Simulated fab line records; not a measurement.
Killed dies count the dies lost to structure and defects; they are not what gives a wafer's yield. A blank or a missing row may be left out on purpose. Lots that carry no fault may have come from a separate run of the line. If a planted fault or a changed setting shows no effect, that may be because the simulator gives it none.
fab line records	flow nand_harc
[record] lots = 24	wafers = 72	last_day = 24
route steps=1159 shown A_CONTACT@843
lots with no fault: from the same line, run without faults
start_h: the number of hours between the record's first day and the start of the first shown wafer of the lot	wait_h: hours since the lot's step before	" identical to the entry in the row above	L1.1+2: a row that stands for several wafers	- no value, or no start given	* or withheld: withheld	< > ~ a bound
route shown NAME@n: names a module that has steps shown in the file, with the first one's number in the route	usual: mean/standard deviation taken from wafers without a fault	same: alike in all rows	chamber/n: place in a boat	sites: readings site by site	_std_site: standard deviation across them	_edge_site: the outer-site mean with the inner-site mean subtracted	radius_mm: for every site, how far away it sits from the centre of the wafer	mask NAME#n: copy n	behind: the last tool/chamber to shape the wafer	hold: cause of the lot's hold/its duration in hours/its outcome	device: the n, p or np transistor that did not switch	end of line: the same wafers' tests at the end of the route	where a step has no rows: the recipe by itself	killed: dies that structure and defects cost at the first sort, which is not the same as the wafer's yield	map: the dies of a wafer, with x for killed, . for not killed, _ for no die there
set.NAME: setting as actually run; set.NAME@STEP: the setting as run at that earlier step	model.NAME: the simulator's own value behind a step, which no gauge read
steps of the route over a sample of lots; a table a step, a row a wafer
services: a tool's chamber out of use, with start hour (start_h, from the record's first day; less than 0 if before it), hours out, and reason
[[steps]]
[step NHARC_A_CONTACT_DEP_29]
[recipe] target_thk_a = 700	target_thk_nm = 70	temp_c = 400	pressure_torr = 3.5	flow_sccm = 200	rf_w = 350	material = SiON
[usual] heater_power_w = 711/110	rf_fwd_power_W = 348.4/1.1	showerhead_vpp_V = 1144/49
lot.wafer	tool	chamber	start_h	wait_h	heater_power_w	rf_fwd_power_W	showerhead_vpp_V
L078.3	pecvd-02	2	374.12	1.2	586	348.5	1177
L078.1	"	0	"	"	766	347.9	1085
L078.4	"	1	"	"	672	347.1	1185
L079.1	pecvd-01	1	378.66	1.9	916	347.1	1175
L079.3	"	0	"	"	803	348.1	1147
L079.4	"	1	"	"	912	349.5	1183
L076.1	pecvd-02	0	379.28	1.9	717	346.5	1081
L076.2	"	1	"	"	685	349.6	1191
L076.6	"	0	"	"	678	349.1	1068
L075.3	pecvd-01	0	381.16	1.1	727	348.9	1149
L075.1	"	1	"	"	874	347.1	1190
L075.4	"	1	"	"	867	348.2	1194
L074.2	pecvd-01	2	385.24	1.5	567	346.4	1072
L074.1	"	0	"	"	811	348.0	1155
L074.5	"	2	"	"	548	347.8	1091
L077.3	pecvd-01	2	385.42	1.3	600	349.1	1096
L077.2	"	1	"	"	848	347.7	1206
L077.4	"	2	"	"	617	348.7	1072
L080.3	pecvd-02	0	400.40	1.1	801	349.1	1074
L080.6	"	0	"	"	800	349.0	1072
L080.4	"	1	"	"	607	348.7	1179
L083.1	pecvd-02	1	410.48	1.9	589	350.0	1176
L083.2	"	0	"	"	832	349.4	1073
L083.6	"	1	"	"	605	348.8	1175
L082.1	pecvd-01	2	417.93	1.9	588	348.3	1083
L082.2	"	0	"	"	818	348.9	1140
L082.5	"	2	"	"	590	349.2	1088
L084.1	pecvd-02	2	423.55	1.9	558	348.8	1173
L084.3	"	1	"	"	586	349.6	1198
L084.4	"	1	"	"	574	349.0	1190
L081.2	pecvd-02	2	424.49	1.5	604	347.8	1196
L081.1	"	0	"	"	822	348.5	1088
L081.6	"	2	"	"	615	346.9	1183
L085.3	pecvd-02	2	432.96	1.1	605	347.5	1189
L085.2	"	0	"	"	816	350.1	1073
L085.1	"	1	"	"	676	348.6	1191
L089.2	pecvd-01	0	433.95	1.5	790	349.5	1137
L089.6	"	1	"	"	837	348.1	1186
L089.4	"	2	"	"	612	347.3	1075
L087.2	pecvd-01	2	448.36	1.5	631	347.1	1079
L087.5	"	0	"	"	860	348.1	1159
L087.4	"	1	"	"	848	349.7	1188
L086.1	pecvd-02	0	449.40	1.9	742	350.2	1071
L086.3	"	1	"	"	664	348.1	1199
L086.6	"	0	"	"	751	350.1	1072
L088.2	pecvd-04	0	460.05	1.5	786	348.5	1097
L088.1	"	1	"	"	658	347.8	1177
L088.5	"	0	"	"	780	348.9	1090
L090.3	pecvd-04	0	460.69	1.2	743	348.2	1097
L090.5	"	0	"	"	737	347.2	1086
L090.6	"	1	"	"	662	348.0	1143
L091.3	pecvd-04	2	466.85	1.1	796	349.7	1191
L091.1	"	1	"	"	545	348.0	1140
L091.4	"	0	"	"	765	349.5	1100
L092.4	pecvd-04	0	468.12	0.8	792	346.5	1114
L092.6	"	1	"	"	627	346.4	1154
L092.5	"	2	"	"	695	349.0	1187
L094.1	pecvd-01	2	477.36	1.9	591	347.8	1085
L094.2	"	0	"	"	824	346.6	1147
L094.6	"	0	"	"	846	346.6	1145
L093.3	pecvd-01	2	477.77	1.2	534	350.7	1076
L093.4	"	1	"	"	861	346.6	1189
L093.6	"	0	"	"	849	347.5	1125
L097.2	pecvd-02	1	496.38	1.5	633	348.3	1186
L097.4	"	0	"	"	809	347.3	1087
L097.6	"	1	"	"	643	347.7	1184
L095.1	pecvd-01	1	497.00	1.9	859	347.8	1191
L095.6	"	2	"	"	618	346.8	1086
L095.4	"	0	"	"	866	348.9	1173
L096.2	pecvd-02	1	501.27	1.5	706	347.5	1196
L096.3	"	2	"	"	512	346.8	1190
L096.6	"	1	"	"	570	347.9	1186
[step NHARC_A_CONTACT_ETCH_117]
[recipe] source_w = withheld	pressure_mtorr = 20	bias_v = 3000	time_s = 94	target_depth_a = 9220	ar_flow_sccm = withheld	c4f8_flow_sccm = withheld	o2_flow_sccm = withheld	chemistry = C4F8/O2/Ar
[usual] oes_air_line_au = 0.996/0.019
lot.wafer	tool	chamber	start_h	wait_h	oes_air_line_au	rf_hours_counter_h
L078.1	har_cap_etch-01	1	377.41	0.1	1.012	54
L078.3	"	1	"	"	0.998	-
L078.4	"	0	"	"	0.990	-
L079.1	har_cap_etch-01	1	381.50	0.1	0.978	55
L079.3	"	0	"	"	0.947	-
L079.4	"	1	"	"	0.995	-
L076.2	har_cap_etch-03	1	382.30	0.1	0.971	82
L076.1	"	0	"	"	0.980	82
L076.6	"	1	"	"	1.012	-
L075.1	har_cap_etch-01	1	384.24	0.1	0.950	57
L075.4	"	0	"	"	1.021	-
L075.3	"	1	"	"	0.968	-
L074.1	har_cap_etch-03	0	388.14	0.1	0.971	83
L074.2	"	1	"	"	0.970	83
L074.5	"	1	"	"	0.989	-
L077.2	har_cap_etch-01	0	388.63	0.1	1.003	58
L077.4	"	1	"	"	1.007	-
L077.3	"	0	"	"	0.997	-
L080.4	har_cap_etch-01	1	403.33	0.1	0.982	-
L080.3	"	0	"	"	0.990	-
L080.6	"	1	"	"	0.994	-
L083.1	har_cap_etch-03	1	413.36	0.1	1.027	90
L083.2	"	0	"	"	1.052	90
L083.6	"	0	"	"	1.000	-
L082.2	har_cap_etch-01	1	420.75	0.1	1.005	65
L082.1	"	0	"	"	1.005	65
L082.5	"	1	"	"	1.015	-
L084.1	har_cap_etch-02	0	426.26	0.1	1.008	18
L084.3	"	0	"	"	0.991	-
L084.4	"	1	"	"	0.986	-
L081.2	har_cap_etch-01	0	427.66	0.1	1.006	66
L081.1	"	1	"	"	1.016	66
L081.6	"	1	"	"	0.996	-
L085.1	har_cap_etch-01	1	435.80	0.1	0.984	69
L085.2	"	0	"	"	0.998	69
L085.3	"	1	"	"	0.973	-
L089.2	har_cap_etch-02	0	436.68	0.1	0.997	21
L089.4	"	1	"	"	0.941	-
L089.6	"	1	"	"	1.003	-
L087.2	har_cap_etch-03	1	452.63	0.1	0.983	97
L087.4	"	0	"	"	1.031	-
L087.5	"	1	"	"	0.993	-
L086.1	har_cap_etch-01	0	453.08	0.1	1.011	71
L086.3	"	1	"	"	1.000	-
L086.6	"	0	"	"	0.996	-
L088.1	har_cap_etch-01	1	462.96	0.1	1.018	73
L088.2	"	0	"	"	1.000	73
L088.5	"	1	"	"	1.007	-
L090.3	har_cap_etch-02	0	464.22	0.1	0.995	-
L090.5	"	1	"	"	0.972	-
L090.6	"	0	"	"	1.005	-
L091.1	har_cap_etch-01	1	469.91	0.1	0.977	74
L091.3	"	0	"	"	0.976	-
L091.4	"	1	"	"	1.008	-
L092.4	har_cap_etch-02	0	470.78	0.1	1.010	-
L092.6	"	0	"	"	1.009	-
L092.5	"	1	"	"	1.017	-
L094.1	har_cap_etch-02	0	480.16	0.1	1.020	29
L094.2	"	1	"	"	0.987	29
L094.6	"	1	"	"	1.013	-
L093.4	har_cap_etch-03	1	480.71	0.1	0.994	-
L093.3	"	0	"	"	1.028	-
L093.6	"	1	"	"	0.974	-
L097.2	har_cap_etch-01	0	499.28	0.1	1.015	79
L097.4	"	0	"	"	0.993	-
L097.6	"	0	"	"	0.974	-
L095.1	har_cap_etch-03	0	500.26	0.1	0.981	106
L095.4	"	1	"	"	1.013	-
L095.6	"	0	"	"	0.977	-
L096.2	har_cap_etch-02	0	504.49	0.1	0.984	33
L096.3	"	1	"	"	0.998	-
L096.6	"	1	"	"	1.011	-
[step NHARC_A_CONTACT_ETCH_122]
[recipe] source_w = withheld	pressure_mtorr = 20	bias_v = 3000	time_s = 95	target_depth_a = 9300	ar_flow_sccm = withheld	c4f8_flow_sccm = withheld	o2_flow_sccm = withheld	chemistry = C4F8/O2/Ar
[usual] oes_air_line_au = 1.003/0.021
lot.wafer	tool	chamber	start_h	wait_h	oes_air_line_au	rf_hours_counter_h
L078.1	har_cap_etch-01	1	377.86	0.1	0.970	55
L078.3	"	1	"	"	1.014	-
L078.4	"	0	"	"	1.012	-
L079.1	har_cap_etch-01	1	381.96	0.1	0.997	56
L079.3	"	0	"	"	1.017	-
L079.4	"	1	"	"	0.977	-
L076.2	har_cap_etch-03	1	382.76	0.1	1.013	82
L076.1	"	0	"	"	0.979	82
L076.6	"	1	"	"	1.005	-
L075.1	har_cap_etch-01	1	384.70	0.1	1.008	57
L075.4	"	0	"	"	0.989	-
L075.3	"	1	"	"	1.013	-
L074.1	har_cap_etch-03	0	388.60	0.1	1.001	83
L074.2	"	1	"	"	1.021	83
L074.5	"	1	"	"	0.989	-
L077.2	har_cap_etch-01	0	389.09	0.1	1.032	58
L077.4	"	1	"	"	0.996	-
L077.3	"	0	"	"	1.017	-
L080.4	har_cap_etch-01	1	403.78	0.1	1.003	-
L080.3	"	0	"	"	1.023	-
L080.6	"	1	"	"	1.025	-
L083.1	har_cap_etch-03	1	413.81	0.1	0.987	90
L083.2	"	0	"	"	1.026	90
L083.6	"	0	"	"	1.001	-
L082.2	har_cap_etch-01	1	421.20	0.1	1.027	65
L082.1	"	0	"	"	0.980	65
L082.5	"	1	"	"	1.026	-
L084.1	har_cap_etch-02	0	426.71	0.1	0.988	19
L084.3	"	0	"	"	0.987	-
L084.4	"	1	"	"	1.019	-
L081.2	har_cap_etch-01	0	428.12	0.1	1.042	67
L081.1	"	1	"	"	1.012	67
L081.6	"	1	"	"	1.037	-
L085.1	har_cap_etch-01	1	436.25	0.1	0.996	69
L085.2	"	0	"	"	0.996	69
L085.3	"	1	"	"	0.989	-
L089.2	har_cap_etch-02	0	437.14	0.1	0.978	21
L089.4	"	1	"	"	0.982	-
L089.6	"	1	"	"	0.996	-
L087.2	har_cap_etch-03	1	453.08	0.1	0.981	97
L087.4	"	0	"	"	1.017	-
L087.5	"	1	"	"	0.995	-
L086.1	har_cap_etch-01	0	453.54	0.1	1.019	72
L086.3	"	1	"	"	0.972	-
L086.6	"	0	"	"	1.010	-
L088.1	har_cap_etch-01	1	463.42	0.1	1.002	73
L088.2	"	0	"	"	1.044	73
L088.5	"	1	"	"	1.017	-
L090.3	har_cap_etch-02	0	464.67	0.1	0.979	-
L090.5	"	1	"	"	0.979	-
L090.6	"	0	"	"	0.962	-
L091.1	har_cap_etch-01	1	470.37	0.1	1.048	74
L091.3	"	0	"	"	0.975	-
L091.4	"	1	"	"	1.031	-
L092.4	har_cap_etch-02	0	471.23	0.1	0.975	-
L092.6	"	0	"	"	0.979	-
L092.5	"	1	"	"	1.020	-
L094.1	har_cap_etch-02	0	480.61	0.1	1.002	29
L094.2	"	1	"	"	1.024	29
L094.6	"	1	"	"	0.993	-
L093.4	har_cap_etch-03	1	481.17	0.1	0.988	-
L093.3	"	0	"	"	0.994	-
L093.6	"	1	"	"	1.004	-
L097.2	har_cap_etch-01	0	499.74	0.1	0.988	79
L097.4	"	0	"	"	1.001	-
L097.6	"	0	"	"	0.986	-
L095.1	har_cap_etch-03	0	500.71	0.1	1.028	106
L095.4	"	1	"	"	1.004	-
L095.6	"	0	"	"	1.042	-
L096.2	har_cap_etch-02	0	504.95	0.1	1.018	33
L096.3	"	1	"	"	1.037	-
L096.6	"	1	"	"	0.992	-
[step NHARC_A_CONTACT_CD_MEAS_53]
[usual] cd_nm = 189.7/0.87
lot.wafer	tool	chamber	start_h	wait_h	cd_nm
L078.1	cd_sem-02	-	378.77	-	189.5
L078.3	"	-	"	"	188.7
L078.4	"	-	"	"	189.2
L079.1	cd_sem-03	-	382.85	-	190.0
L079.3	"	-	"	"	189.0
L079.4	"	-	"	"	190.0
L076.1	cd_sem-03	-	383.72	-	190.6
L076.2	"	-	"	"	191.2
L076.6	"	-	"	"	190.4
L075.1	cd_sem-03	-	385.59	-	189.5
L075.3	"	-	"	"	189.5
L075.4	"	-	"	"	188.7
L074.1	cd_sem-01	-	389.75	-	188.6
L074.2	"	-	"	"	189.9
L074.5	"	-	"	"	189.3
L077.2	cd_sem-03	-	390.11	-	189.2
L077.3	"	-	"	"	189.9
L077.4	"	-	"	"	188.9
L080.3	cd_sem-01	-	404.73	-	189.3
L080.4	"	-	"	"	190.0
L080.6	"	-	"	"	189.6
L083.1	cd_sem-02	-	414.75	-	188.2
L083.2	"	-	"	"	188.5
L083.6	"	-	"	"	187.9
L082.1	cd_sem-03	-	422.12	-	189.7
L082.2	"	-	"	"	190.5
L082.5	"	-	"	"	189.9
L084.1	cd_sem-02	-	427.62	-	188.7
L084.3	"	-	"	"	188.6
L084.4	"	-	"	"	188.9
L081.1	cd_sem-01	-	429.04	-	190.8
L081.2	"	-	"	"	190.9
L081.6	"	-	"	"	190.4
L085.1	cd_sem-01	-	437.17	-	188.9
L085.2	"	-	"	"	188.8
L085.3	"	-	"	"	189.1
L089.2	cd_sem-01	-	438.03	-	188.6
L089.4	"	-	"	"	187.9
L089.6	"	-	"	"	188.2
L087.2	cd_sem-03	-	454.02	-	190.2
L087.4	"	-	"	"	190.3
L087.5	"	-	"	"	189.1
L086.1	cd_sem-02	-	454.52	-	190.7
L086.3	"	-	"	"	189.7
L086.6	"	-	"	"	190.0
L088.1	cd_sem-02	-	464.32	-	188.9
L088.2	"	-	"	"	188.9
L088.5	"	-	"	"	188.6
L090.3	cd_sem-02	-	465.57	-	189.8
L090.5	"	-	"	"	190.3
L090.6	"	-	"	"	190.1
L091.1	cd_sem-03	-	471.36	-	190.1
L091.3	"	-	"	"	188.9
L091.4	"	-	"	"	190.1
L092.4	cd_sem-02	-	472.39	-	189.7
L092.5	"	-	"	"	191.0
L092.6	"	-	"	"	190.7
L094.1	cd_sem-01	-	481.53	-	189.0
L094.2	"	-	"	"	189.1
L094.6	"	-	"	"	189.1
L093.3	cd_sem-02	-	482.09	-	190.9
L093.4	"	-	"	"	191.1
L093.6	"	-	"	"	191.5
L097.2	cd_sem-02	-	500.93	0.1	190.2
L097.4	"	-	"	"	190.5
L097.6	"	-	"	"	190.4
L095.1	cd_sem-02	-	501.71	-	190.0
L095.4	"	-	"	"	190.2
L095.6	"	-	"	"	189.7
L096.2	cd_sem-03	-	506.10	-	189.8
L096.3	"	-	"	"	189.4
L096.6	"	-	"	"	189.4
[step NHARC_A_CONTACT_ETCH_75]
[recipe] target_depth_a = 390	over_etch_frac = 0.3	time_s = 65	ion_energy_ev = 80	cf4_flow_sccm = 150	ar_flow_sccm = 0	rf_w = 300	bias_w = 100	chemistry = CF4
[usual] drypump_motor_current_A = 5.86/0.27	oes_product_au = 0.999/0.0098	rf_fwd_power_W = 297.6/1.1	rf_vpp_V = 151.3/1.4	showerhead_plenum_p_Torr = 1.76/0.084	throttle_valve_pct = 13.283/0.0095
lot.wafer	tool	chamber	start_h	wait_h	drypump_motor_current_A	oes_product_au	rf_fwd_power_W	rf_hours_counter_h	rf_vpp_V	showerhead_plenum_p_Torr	throttle_valve_pct
L078.1	rie_diel-07	0	384.68	0.1	5.94	1.012	297.9	27	151.6	1.79	13.286
L078.3	"	2	"	"	5.92	0.995	297.9	27	150.4	1.68	13.274
L078.4	"	3	"	"	5.71	0.999	296.3	27	150.9	1.69	13.283
L079.1	rie_diel-01	3	389.75	0.1	5.24	1.011	298.1	24	149.6	1.65	13.285
L079.4	"	0	"	"	6.06	1.000	298.0	24	152.1	1.80	13.279
L079.3	"	2	"	"	6.18	0.998	295.3	23	150.2	1.69	13.282
L076.2	rie_diel-07	1	390.37	0.1	5.64	1.008	299.7	30	153.1	1.88	13.279
L076.1	"	3	"	"	5.70	1.003	296.2	29	149.8	1.68	13.283
L076.6	"	0	"	"	5.93	0.995	298.7	-	151.2	1.79	13.292
L075.4	rie_diel-07	2	392.18	0.1	5.91	0.990	297.9	30	150.4	1.68	13.273
L075.1	"	3	"	"	5.73	1.003	297.3	29	149.2	1.68	13.279
L075.3	"	0	"	"	5.93	1.000	298.9	30	151.8	1.79	13.289
L074.2	rie_diel-01	1	395.43	0.1	5.81	1.007	295.5	26	151.1	1.71	13.296
L074.1	"	2	"	"	6.17	0.988	297.3	25	150.4	1.69	13.291
L074.5	"	0	"	"	6.06	0.986	298.7	-	151.3	1.80	13.280
L077.4	rie_diel-01	2	395.82	0.3	6.22	0.992	295.9	25	149.9	1.69	13.261
L077.3	"	3	"	"	5.23	0.994	297.9	26	150.2	1.65	13.287
L077.2	"	0	"	"	6.06	0.982	297.8	26	151.3	1.80	13.294
L080.3	rie_diel-01	2	408.47	0.1	6.17	0.995	298.0	30	151.3	1.69	13.269
L080.4	"	3	"	"	5.24	1.001	299.3	30	151.0	1.64	13.256
L080.6	"	1	"	"	5.83	1.006	295.7	-	150.5	1.71	13.295
L083.2	rie_diel-07	2	420.75	0.1	5.94	1.013	297.7	1	150.5	1.68	13.281
L083.1	"	0	"	"	5.95	1.009	297.9	1	153.1	1.79	13.282
L083.6	"	3	"	"	5.69	0.996	296.8	-	150.4	1.68	13.277
L082.2	rie_diel-01	1	426.45	0.3	5.82	0.998	296.1	36	150.5	1.70	13.296
L082.1	"	2	"	"	6.20	0.991	296.6	35	149.6	1.68	13.295
L082.5	"	0	"	"	6.07	0.985	297.1	-	153.3	1.80	13.274
L084.3	rie_diel-07	2	431.53	0.1	5.92	1.017	298.4	3	151.4	1.68	13.276
L084.1	"	3	"	"	5.70	0.995	297.6	3	150.2	1.68	13.279
L084.4	"	0	"	"	5.97	1.001	297.5	3	151.0	1.79	13.280
L081.1	rie_diel-07	0	432.70	0.1	5.93	1.015	298.0	3	152.0	1.79	13.282
L081.2	"	2	"	"	5.93	1.025	297.4	3	149.1	1.68	13.287
L081.6	"	1	"	"	5.64	1.009	295.9	-	152.6	1.88	13.276
L085.3	rie_diel-01	0	441.80	0.1	6.07	0.998	298.1	41	152.7	1.80	13.291
L085.2	"	1	"	"	5.83	1.010	295.6	42	149.8	1.70	13.286
L085.1	"	2	"	"	6.19	0.996	297.4	40	150.7	1.68	13.297
L089.2	rie_diel-07	0	442.86	0.1	5.94	1.014	298.7	6	150.7	1.79	13.273
L089.4	"	2	"	"	5.93	1.008	298.9	6	150.2	1.68	13.287
L089.6	"	1	"	"	5.63	1.005	298.4	-	153.8	1.88	13.288
L087.2	rie_diel-03	0	457.71	0.1	5.84	0.997	297.4	23	151.4	1.74	13.289
L087.4	"	3	"	"	6.15	1.003	297.0	-	150.6	1.74	13.270
L087.5	"	0	"	"	5.83	0.995	298.8	-	150.2	1.74	13.263
L086.1	rie_diel-07	2	459.48	0.1	5.94	1.012	298.6	9	149.4	1.68	13.282
L086.3	"	2	"	"	5.92	1.003	297.7	-	149.4	1.68	13.291
L086.6	"	0	"	"	6.00	0.998	299.8	-	153.4	1.79	13.289
L088.2	rie_diel-07	0	470.51	0.1	5.96	1.014	297.6	10	152.9	1.79	13.285
L088.1	"	3	"	"	5.74	1.004	296.3	10	150.9	1.68	13.288
L088.5	"	0	"	"	5.97	1.008	297.5	-	152.3	1.79	13.285
L090.3	rie_diel-01	1	471.43	0.1	5.81	1.000	296.6	57	150.9	1.70	13.280
L090.5	"	0	"	"	6.06	0.984	297.9	-	151.9	1.80	13.269
L090.6	"	1	"	"	5.84	0.998	297.4	-	150.4	1.70	13.299
L091.3	rie_diel-03	3	475.45	0.6	6.17	0.991	296.4	33	150.4	1.74	13.282
L091.1	"	0	"	"	5.85	1.001	298.1	31	150.0	1.74	13.270
L091.4	"	1	"	"	6.07	0.992	297.7	27	152.8	1.90	13.297
L092.4	rie_diel-07	3	476.38	0.1	5.71	0.997	297.9	11	150.8	1.68	13.281
L092.6	"	1	"	"	5.67	1.015	297.2	-	152.4	1.88	13.297
L092.5	"	2	"	"	5.94	1.019	298.4	-	150.4	1.68	13.296
L094.2	rie_diel-03	2	491.37	0.1	6.33	1.000	296.9	28	153.3	1.90	13.286
L094.1	"	3	"	"	6.17	0.982	297.6	36	151.1	1.74	13.280
L094.6	"	3	"	"	6.18	0.984	296.1	-	151.3	1.74	13.279
L093.3	rie_diel-01	3	491.57	0.1	5.26	0.998	298.5	61	150.0	1.64	13.276
L093.4	"	1	"	"	5.83	1.006	297.3	67	152.5	1.70	13.282
L093.6	"	3	"	"	5.21	0.994	298.8	-	147.9	1.64	13.272
L097.2	rie_diel-07	3	504.65	0.1	5.73	0.983	298.5	15	149.7	1.68	13.279
L097.6	"	1	"	"	5.65	0.996	298.6	-	151.8	1.88	13.266
L097.4	"	2	"	"	5.95	1.011	297.7	-	148.1	1.68	13.288
L095.4	rie_diel-01	0	505.60	0.1	6.06	0.989	298.9	1	152.0	1.79	13.284
L095.1	"	2	"	"	6.16	0.978	296.1	1	149.4	1.68	13.292
L095.6	"	0	"	"	6.07	0.998	297.0	-	151.1	1.79	13.292
L096.3	rie_diel-01	3	509.88	0.1	5.25	0.983	297.7	3	153.1	1.91	13.279
L096.2	"	1	"	"	5.82	0.994	297.7	3	151.0	1.70	13.268
L096.6	"	0	"	"	6.06	0.993	299.2	-	151.9	1.79	13.292
[step NHARC_A_CONTACT_ETCH_124]
[recipe] source_w = withheld	pressure_mtorr = 20	bias_v = withheld	time_s = 140	target_depth_a = 7000	ar_flow_sccm = withheld	c4f8_flow_sccm = withheld	o2_flow_sccm = withheld	chemistry = C4F8/O2/Ar
[usual] oes_air_line_au = 0.994/0.021
lot.wafer	tool	chamber	start_h	wait_h	oes_air_line_au	rf_hours_counter_h
L078.1	har_cap_etch-02	0	385.82	-	0.975	11
L078.4	"	0	"	"	0.987	-
L078.3	"	1	"	"	0.968	-
L079.1	har_cap_etch-01	1	390.97	-	1.003	59
L079.4	"	1	"	"	1.024	-
L079.3	"	0	"	"	1.002	-
L076.2	har_cap_etch-02	0	391.51	-	0.978	13
L076.1	"	1	"	"	1.000	13
L076.6	"	1	"	"	1.013	-
L075.1	har_cap_etch-03	1	393.35	-	1.024	85
L075.3	"	0	"	"	0.968	-
L075.4	"	1	"	"	0.996	-
L074.1	har_cap_etch-03	1	396.86	-	0.962	86
L074.2	"	0	"	"	0.984	86
L074.5	"	1	"	"	0.970	-
L077.2	har_cap_etch-01	0	397.39	-	0.979	61
L077.4	"	0	"	"	0.972	-
L077.3	"	1	"	"	0.979	-
L080.3	har_cap_etch-01	0	409.56	-	0.988	-
L080.4	"	1	"	"	0.982	-
L080.6	"	1	"	"	0.997	-
L083.1	har_cap_etch-03	1	421.79	-	1.026	90
L083.2	"	0	"	"	1.011	90
L083.6	"	0	"	"	0.996	-
L082.1	har_cap_etch-03	0	427.50	-	1.006	92
L082.2	"	1	"	"	0.997	92
L082.5	"	0	"	"	0.991	-
L084.1	har_cap_etch-01	0	432.59	-	0.975	67
L084.4	"	1	"	"	0.994	-
L084.3	"	0	"	"	0.976	-
L081.1	har_cap_etch-03	1	433.91	-	0.993	93
L081.2	"	0	"	"	0.967	93
L081.6	"	0	"	"	0.965	-
L085.1	har_cap_etch-02	0	442.85	-	0.993	21
L085.2	"	1	"	"	0.972	21
L085.3	"	1	"	"	1.001	-
L089.2	har_cap_etch-03	0	443.89	-	0.976	95
L089.4	"	0	"	"	1.022	-
L089.6	"	1	"	"	0.958	-
L087.2	har_cap_etch-02	0	459.04	-	1.020	23
L087.4	"	0	"	"	0.991	-
L087.5	"	1	"	"	1.023	-
L086.1	har_cap_etch-03	0	461.14	-	1.010	98
L086.3	"	0	"	"	1.020	-
L086.6	"	0	"	"	1.026	-
L088.2	har_cap_etch-01	1	471.55	-	1.004	74
L088.1	"	0	"	"	0.989	74
L088.5	"	1	"	"	0.985	-
L090.3	har_cap_etch-03	1	472.58	-	1.013	-
L090.6	"	1	"	"	1.012	-
L090.5	"	0	"	"	0.964	-
L091.1	har_cap_etch-02	1	477.04	-	0.988	27
L091.3	"	0	"	"	1.006	-
L091.4	"	1	"	"	1.021	-
L092.4	har_cap_etch-01	1	477.64	-	0.993	-
L092.5	"	1	"	"	0.977	-
L092.6	"	0	"	"	0.976	-
L094.1	har_cap_etch-03	1	492.41	-	1.033	104
L094.2	"	0	"	"	1.035	104
L094.6	"	0	"	"	0.995	-
L093.4	har_cap_etch-02	1	492.70	-	1.016	-
L093.3	"	0	"	"	0.989	-
L093.6	"	1	"	"	1.015	-
L097.2	har_cap_etch-03	1	505.94	-	0.972	106
L097.4	"	1	"	"	1.003	-
L097.6	"	1	"	"	0.975	-
L095.1	har_cap_etch-01	1	506.84	-	0.967	80
L095.4	"	1	"	"	0.964	-
L095.6	"	0	"	"	1.000	-
L096.2	har_cap_etch-03	1	511.20	-	0.985	108
L096.3	"	1	"	"	0.993	-
L096.6	"	0	"	"	1.019	-
[[services]]
tool	chamber	start_h	hours	kind
rie_diel-07	0	360.07	-	clean
rie_diel-07	1	360.07	-	clean
rie_diel-07	2	360.07	-	clean
rie_diel-07	3	360.07	-	clean
pecvd-04	-	376.00	13.0	pm
rie_diel-07	0	384.57	-	clean
rie_diel-07	1	384.57	-	clean
rie_diel-07	2	384.57	-	clean
rie_diel-07	3	384.57	-	clean
rie_diel-01	1	390.82	1.7	repair
rie_diel-03	3	392.04	7.1	repair
rie_diel-03	-	392.31	9.0	pm
rie_diel-07	3	403.93	-	consumable_replace:focus_ring
rie_diel-07	3	403.93	9.0	scheduled_down
rie_diel-07	-	405.54	9.0	pm
pecvd-01	-	418.11	13.0	pm
rie_diel-07	1	443.78	15.8	repair
rie_diel-07	3	455.74	8.6	repair
rie_diel-03	2	456.52	8.6	repair
rie_diel-07	0	460.08	4.2	repair
rie_diel-01	0	480.72	6.3	repair
rie_diel-01	-	491.87	9.0	pm
rie_diel-07	0	496.93	32.6	repair
har_cap_etch-01	-	504.48	0.3	repair
[[key]]
fault none
